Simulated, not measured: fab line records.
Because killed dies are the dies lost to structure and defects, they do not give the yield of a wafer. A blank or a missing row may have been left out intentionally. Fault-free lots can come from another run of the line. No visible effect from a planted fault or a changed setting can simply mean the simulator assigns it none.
Which of the tools did it? || flow nandHarc || Sampling: 12 lots, 36 wafers, 7 of 1302 route steps

WHAT THE GAUGES READ, wafer by wafer
NHARC_P_ZERO_WELL_CD_MEAS_11: the cd target is 500 nm. Usual: cdNm at 498.5 nm, with a standard deviation of 1.8.
{"lot": "L798", "measured": "day 2 07:16", "on": "cdSem-03", "cdNm (nm)": "500.9 499.7 499.8", "flag": ""}
{"lot": "L799", "measured": "day 2 17:14", "on": "cdSem-03", "cdNm (nm)": "497.2 496.4 496.8", "flag": ""}
{"lot": "L800", "measured": "day 3 03:14", "on": "cdSem-03", "cdNm (nm)": "502.1 502.1 499.8", "flag": ""}
{"lot": "L802", "measured": "day 3 23:14", "on": "cdSem-02", "cdNm (nm)": "497.3 499.0 500.3", "flag": ""}
{"lot": "L804", "measured": "day 4 19:14", "on": "cdSem-03", "cdNm (nm)": "501.0 498.3 499.3", "flag": ""}
{"lot": "L807", "measured": "day 6 01:15", "on": "cdSem-02", "cdNm (nm)": "500.3 501.2 499.8", "flag": ""}
{"lot": "L809", "measured": "day 6 21:07", "on": "cdSem-02", "cdNm (nm)": "499.2 497.3 500.5", "flag": ""}
{"lot": "L814", "measured": "day 8 23:23", "on": "cdSem-01", "cdNm (nm)": "499.6 497.7 497.4", "flag": ""}
{"lot": "L815", "measured": "day 9 09:15", "on": "cdSem-01", "cdNm (nm)": "496.5 498.2 496.7", "flag": ""}
{"lot": "L816", "measured": "day 9 19:08", "on": "cdSem-02", "cdNm (nm)": "495.9 498.1 500.6", "flag": ""}
{"lot": "L818", "measured": "day 10 15:11", "on": "cdSem-03", "cdNm (nm)": "497.9 498.5 500.2", "flag": ""}
{"lot": "L820", "measured": "day 11 11:16", "on": "cdSem-02", "cdNm (nm)": "498.3 496.0 496.5", "flag": ""}

NHARC_P_ZERO_WELL_INSPECT_43. Usual: rawDefectCount at 14, with a standard deviation of 6.3.
{"lot": "L798", "measured": "day 2 13:57", "on": "defectInspect-01", "rawDefectCount": "16 13 15", "flag": ""}
{"lot": "L799", "measured": "day 3 00:15", "on": "defectInspect-02", "rawDefectCount": "14 13 6", "flag": ""}
{"lot": "L800", "measured": "day 3 09:37", "on": "defectInspect-01", "rawDefectCount": "20 10 12", "flag": ""}
{"lot": "L802", "measured": "day 4 05:35", "on": "defectInspect-01", "rawDefectCount": "15 28 21", "flag": ""}
{"lot": "L804", "measured": "day 5 01:33", "on": "defectInspect-01", "rawDefectCount": "15 15 13", "flag": ""}
{"lot": "L807", "measured": "day 6 07:35", "on": "defectInspect-01", "rawDefectCount": "14 12 15", "flag": ""}
{"lot": "L809", "measured": "day 7 03:34", "on": "defectInspect-01", "rawDefectCount": "5 7 15", "flag": ""}
{"lot": "L814", "measured": "day 9 05:38", "on": "defectInspect-01", "rawDefectCount": "18 12 26", "flag": ""}
{"lot": "L815", "measured": "day 9 15:34", "on": "defectInspect-02", "rawDefectCount": "6 15 17", "flag": ""}
{"lot": "L816", "measured": "day 10 06:18", "on": "defectInspect-02", "rawDefectCount": "7 20 22", "flag": ""}
{"lot": "L818", "measured": "day 10 21:29", "on": "defectInspect-02", "rawDefectCount": "23 28 26", "flag": ""}
{"lot": "L820", "measured": "day 11 17:26", "on": "defectInspect-01", "rawDefectCount": "19 7 16", "flag": ""}

NHARC_P_STI_INSPECT_25. Usual: rawDefectCount at 220, with a standard deviation of 80.
{"lot": "L798", "measured": "day 4 15:50", "on": "defectInspect-02", "rawDefectCount": "181 137 140", "flag": ""}
{"lot": "L799", "measured": "day 4 15:49", "on": "defectInspect-01", "rawDefectCount": "368 353 316", "flag": ""}
{"lot": "L800", "measured": "day 5 05:27", "on": "defectInspect-01", "rawDefectCount": "107 259 185", "flag": ""}
{"lot": "L802", "measured": "day 5 23:07", "on": "defectInspect-01", "rawDefectCount": "282 208 236", "flag": ""}
{"lot": "L804", "measured": "day 6 21:22", "on": "defectInspect-01", "rawDefectCount": "240 305 265", "flag": ""}
{"lot": "L807", "measured": "day 8 02:59", "on": "defectInspect-02", "rawDefectCount": "654 594 746", "flag": "OFF"}
{"lot": "L809", "measured": "day 8 22:16", "on": "defectInspect-02", "rawDefectCount": "213 191 321", "flag": ""}
{"lot": "L814", "measured": "day 11 04:01", "on": "defectInspect-02", "rawDefectCount": "193 164 169", "flag": ""}
{"lot": "L815", "measured": "day 11 18:01", "on": "defectInspect-02", "rawDefectCount": "291 376 338", "flag": ""}
{"lot": "L816", "measured": "day 12 03:58", "on": "defectInspect-01", "rawDefectCount": "216 194 322", "flag": ""}
{"lot": "L818", "measured": "day 12 14:55", "on": "defectInspect-02", "rawDefectCount": "107 211 190", "flag": ""}
{"lot": "L820", "measured": "day 13 13:30", "on": "defectInspect-01", "rawDefectCount": "485 241 266", "flag": ""}

NHARC_P_GATE_INSPECT_28. Usual: rawDefectCount at 6, with a standard deviation of 3.1.
{"lot": "L798", "measured": "day 5 14:39", "on": "defectInspect-01", "rawDefectCount": "9 2 8", "flag": ""}
{"lot": "L799", "measured": "day 5 14:29", "on": "defectInspect-02", "rawDefectCount": "10 12 8", "flag": ""}
{"lot": "L800", "measured": "day 6 04:10", "on": "defectInspect-02", "rawDefectCount": "7 7 9", "flag": ""}
{"lot": "L802", "measured": "day 6 23:47", "on": "defectInspect-02", "rawDefectCount": "6 10 7", "flag": ""}
{"lot": "L804", "measured": "day 7 21:06", "on": "defectInspect-01", "rawDefectCount": "9 6 9", "flag": ""}
{"lot": "L807", "measured": "day 9 09:25", "on": "defectInspect-01", "rawDefectCount": "266 254 267", "flag": "OFF"}
{"lot": "L809", "measured": "day 9 21:07", "on": "defectInspect-02", "rawDefectCount": "6 4 5", "flag": ""}
{"lot": "L814", "measured": "day 12 02:23", "on": "defectInspect-01", "rawDefectCount": "3 2 5", "flag": ""}
{"lot": "L815", "measured": "day 12 22:13", "on": "defectInspect-02", "rawDefectCount": "3 9 10", "flag": ""}
{"lot": "L816", "measured": "day 13 05:28", "on": "defectInspect-02", "rawDefectCount": "5 4 5", "flag": ""}
{"lot": "L818", "measured": "day 13 16:20", "on": "defectInspect-01", "rawDefectCount": "6 3 7", "flag": ""}
{"lot": "L820", "measured": "day 14 12:41", "on": "defectInspect-01", "rawDefectCount": "10 7 7", "flag": ""}

NHARC_END_SORT_01. Usual: killedAtArray 52, standard deviation 18; killedAtOther 0.6, standard deviation 1.1; killedAtPeriphery 3.7, standard deviation 2.4; killedDies 57, standard deviation 19; killedOpen 3.1, standard deviation 1.7; killedShort 2.5, standard deviation 1.7.
{"lot": "L807", "measured": "day 29 14:44", "on": "prober-02", "killedAtArray": "23 31 26", "killedAtOther": "0 0 0", "killedAtPeriphery": "59 62 64", "killedDies": "82 93 90", "killedOpen": "3 2 1", "killedShort": "3 3 4", "flag": "OFF"}
{"lot": "L814", "measured": "day 31 09:53", "on": "prober-01", "killedAtArray": "63 64 73", "killedAtOther": "0 0 0", "killedAtPeriphery": "2 4 4", "killedDies": "65 68 77", "killedOpen": "4 2 2", "killedShort": "3 0 0", "flag": ""}

TOOL THAT RAN EACH LOT (tool first, then ch and the chambers of the sampled wafers, then the start)
{"lot": "L798", "NHARC_P_ZERO_WELL_ETCH_63": "rieSi-01 ch 0,1,2, day 2 07:42", "NHARC_P_STI_STRIP_24": "wetBench-04 ch 0,6,7, day 4 07:52"}
{"lot": "L799", "NHARC_P_ZERO_WELL_ETCH_63": "rieSi-01 ch 0,2, day 2 17:40", "NHARC_P_STI_STRIP_24": "wetBench-02 ch 2,4,6, day 4 07:47"}
{"lot": "L800", "NHARC_P_ZERO_WELL_ETCH_63": "rieSi-01 ch 0,1,2, day 3 03:40", "NHARC_P_STI_STRIP_24": "wetBench-09 ch 2,3,7, day 4 21:10"}
{"lot": "L802", "NHARC_P_ZERO_WELL_ETCH_63": "rieSi-02 ch 1,2,3, day 3 23:40", "NHARC_P_STI_STRIP_24": "wetBench-02 ch 1,3,6, day 5 15:20"}
{"lot": "L804", "NHARC_P_ZERO_WELL_ETCH_63": "rieSi-02 ch 1,2,3, day 4 19:41", "NHARC_P_STI_STRIP_24": "wetBench-02 ch 3,4,7, day 6 13:13"}
{"lot": "L807", "NHARC_P_ZERO_WELL_ETCH_63": "rieSi-03 ch 0,2, day 6 01:40", "NHARC_P_STI_STRIP_24": "wetBench-09 ch 0,1,4, day 7 18:05"}
{"lot": "L809", "NHARC_P_ZERO_WELL_ETCH_63": "rieSi-02 ch 0,1,3, day 6 21:31", "NHARC_P_STI_STRIP_24": "wetBench-02 ch 2,3,4, day 8 14:36"}
{"lot": "L814", "NHARC_P_ZERO_WELL_ETCH_63": "rieSi-01 ch 2,3, day 8 23:50", "NHARC_P_STI_STRIP_24": "wetBench-04 ch 4,6,7, day 10 20:35"}
{"lot": "L815", "NHARC_P_ZERO_WELL_ETCH_63": "rieSi-03 ch 0,2, day 9 09:40", "NHARC_P_STI_STRIP_24": "wetBench-09 ch 2,4,5, day 11 08:33"}
{"lot": "L816", "NHARC_P_ZERO_WELL_ETCH_63": "rieSi-03 ch 0,1,3, day 9 19:34", "NHARC_P_STI_STRIP_24": "wetBench-09 ch 0,2,5, day 11 20:29"}
{"lot": "L818", "NHARC_P_ZERO_WELL_ETCH_63": "rieSi-03 ch 1,2,3, day 10 15:46", "NHARC_P_STI_STRIP_24": "wetBench-09 ch 4,6,7, day 12 07:20"}
{"lot": "L820", "NHARC_P_ZERO_WELL_ETCH_63": "rieSi-03 ch 1,2,3, day 11 11:41", "NHARC_P_STI_STRIP_24": "wetBench-09 ch 1,3,7, day 13 05:29"}
- NHARC_P_ZERO_WELL_ETCH_63: etches the open film in HBr/Cl2, target depth 120 nm, time 40.1 s.
- NHARC_P_STI_STRIP_24: strips Si3N4 in H3PO4.

WHAT THE TOOLS THEMSELVES READ (means of the sampled wafers that have a number; where no wafer has one, the mark that the record gives instead)
NHARC_P_ZERO_WELL_ETCH_63. Usual: drypumpMotorCurrentA 5.8 A, standard deviation 0.48; hbrFlowSccm 150.0 sccm, standard deviation 0.43; oesProductAu 1.002 a.u., standard deviation 0.01; throttleValvePct 26.404 %, standard deviation 0.0095.
{"lot": "L798", "tool": "rieSi-01", "drypumpMotorCurrentA (A)": 5.6, "hbrFlowSccm (sccm)": 149.7, "oesProductAu (a.u.)": 1.010, "throttleValvePct (%)": 26.398, "flag": ""}
{"lot": "L799", "tool": "rieSi-01", "drypumpMotorCurrentA (A)": 5.3, "hbrFlowSccm (sccm)": 149.7, "oesProductAu (a.u.)": 1.011, "throttleValvePct (%)": 26.396, "flag": ""}
{"lot": "L800", "tool": "rieSi-01", "drypumpMotorCurrentA (A)": 5.6, "hbrFlowSccm (sccm)": 150.5, "oesProductAu (a.u.)": 1.007, "throttleValvePct (%)": 26.411, "flag": ""}
{"lot": "L802", "tool": "rieSi-02", "drypumpMotorCurrentA (A)": 5.7, "hbrFlowSccm (sccm)": 149.8, "oesProductAu (a.u.)": 1.009, "throttleValvePct (%)": 26.409, "flag": ""}
{"lot": "L804", "tool": "rieSi-02", "drypumpMotorCurrentA (A)": 5.7, "hbrFlowSccm (sccm)": 150.3, "oesProductAu (a.u.)": 1.006, "throttleValvePct (%)": 26.404, "flag": ""}
{"lot": "L807", "tool": "rieSi-03", "drypumpMotorCurrentA (A)": 6.0, "hbrFlowSccm (sccm)": 149.7, "oesProductAu (a.u.)": 0.997, "throttleValvePct (%)": 26.404, "flag": ""}
{"lot": "L809", "tool": "rieSi-02", "drypumpMotorCurrentA (A)": 5.5, "hbrFlowSccm (sccm)": 150.0, "oesProductAu (a.u.)": 0.999, "throttleValvePct (%)": 26.405, "flag": ""}
{"lot": "L814", "tool": "rieSi-01", "drypumpMotorCurrentA (A)": 5.7, "hbrFlowSccm (sccm)": 149.7, "oesProductAu (a.u.)": 1.010, "throttleValvePct (%)": 26.399, "flag": ""}
{"lot": "L815", "tool": "rieSi-03", "drypumpMotorCurrentA (A)": 6.0, "hbrFlowSccm (sccm)": 149.9, "oesProductAu (a.u.)": 0.998, "throttleValvePct (%)": 26.413, "flag": ""}
{"lot": "L816", "tool": "rieSi-03", "drypumpMotorCurrentA (A)": 5.8, "hbrFlowSccm (sccm)": 150.0, "oesProductAu (a.u.)": 0.994, "throttleValvePct (%)": 26.395, "flag": ""}
{"lot": "L818", "tool": "rieSi-03", "drypumpMotorCurrentA (A)": 6.1, "hbrFlowSccm (sccm)": 150.0, "oesProductAu (a.u.)": 1.018, "throttleValvePct (%)": 26.404, "flag": ""}
{"lot": "L820", "tool": "rieSi-03", "drypumpMotorCurrentA (A)": 6.1, "hbrFlowSccm (sccm)": 150.3, "oesProductAu (a.u.)": 1.007, "throttleValvePct (%)": 26.410, "flag": ""}

THE ANSWER, worked out from the rows above alone
Rule: lot off if the mean of its wafers having a number is beyond 3 standard deviations from the usual mean. A lot without any number at a reading at which 4 lots or more have one is off too. Where the step has rows for the other lots, those lots are counted as sound. After the gauges, taken in route order, come the tools' own readings; for these a lot's mean is taken, as printed above. The first step at which some lot is off is used, and at that step the reading that is off furthest; a lot without a number counts as furthest.
Off: L807, at NHARC_P_STI_INSPECT_25 (rawDefectCount).
If a tool, at a process step before that reading, ran all the lots that are off and no sound lot after the first of them, it fits. Not tried: the gauges at NHARC_P_STI_INSPECT_25; whatever is off there is also off at NHARC_P_GATE_INSPECT_28, on other tools, and gauge error can't account for it. Of those tried, none fits.

WHAT WAS PUT IN BY THE SIMULATOR
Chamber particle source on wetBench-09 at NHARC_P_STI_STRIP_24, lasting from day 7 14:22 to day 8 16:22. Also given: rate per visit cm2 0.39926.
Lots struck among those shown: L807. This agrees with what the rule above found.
